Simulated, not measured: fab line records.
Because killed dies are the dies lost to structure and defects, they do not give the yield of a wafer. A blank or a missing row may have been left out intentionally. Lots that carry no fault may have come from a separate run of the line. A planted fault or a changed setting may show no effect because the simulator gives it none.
Matching of chambers || flow nand-harc || NHARC_A_CHANNEL_HOLE_D1_DEP_01 on pecvd-04 has 3 sister chambers
The step deposits SiON, target thk 140 nm. 3 wafers are shown with their chamber, then 7 later ones without.

== WAFERS, EACH WITH ITS CHAMBER ==
{"wafer": "L477.4", "chamber": 0, "heater-power-w (W)": 763}
{"wafer": "L477.6", "chamber": 1, "heater-power-w (W)": 871}
{"wafer": "L478.4", "chamber": 2, "heater-power-w (W)": 795}

== WAFERS WITHOUT THEIR CHAMBER ==
{"wafer": "L478.6", "heater-power-w (W)": 886}
{"wafer": "L491.2", "heater-power-w (W)": 889}
{"wafer": "L491.5", "heater-power-w (W)": 779}
{"wafer": "L491.6", "heater-power-w (W)": 657}
{"wafer": "L492.2", "heater-power-w (W)": 884}
{"wafer": "L492.3", "heater-power-w (W)": 815}
{"wafer": "L492.6", "heater-power-w (W)": 665}

== WHICH CHAMBER EACH ONE RAN IN ==
{"wafer": "L478.6", "from the rows above": "can't be placed: 1 or 2 or 0", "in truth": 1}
{"wafer": "L491.2", "from the rows above": "can't be placed: 1 or 2 or 0", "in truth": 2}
{"wafer": "L491.5", "from the rows above": "can't be placed: 0 or 2 or 1", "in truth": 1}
{"wafer": "L491.6", "from the rows above": "can't be placed: 0 or 2 or 1", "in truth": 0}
{"wafer": "L492.2", "from the rows above": "can't be placed: 1 or 2 or 0", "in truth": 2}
{"wafer": "L492.3", "from the rows above": "can't be placed: 2 or 0 or 1", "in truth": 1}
{"wafer": "L492.6", "from the rows above": "can't be placed: 0 or 2 or 1", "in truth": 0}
0 of 7 placed correctly. Can't be placed from these rows: 7 (the true chamber is among the candidates in 7). Number placed wrongly: 0.
How it was worked out, from the rows above alone: a wafer's distance from a chamber is the root of the sum, over the readings, of the square of ((its reading less the chamber's mean) divided by the reading's scatter). The wafer belongs to the nearest chamber; if the next one is less than 2 further off, it can't be placed. For every chamber, the mean is computed from those of its wafers that are shown. The scatter (one wafer shown for each chamber): square how far every hidden wafer sits from the nearest shown wafer, average those squares and take the square root.
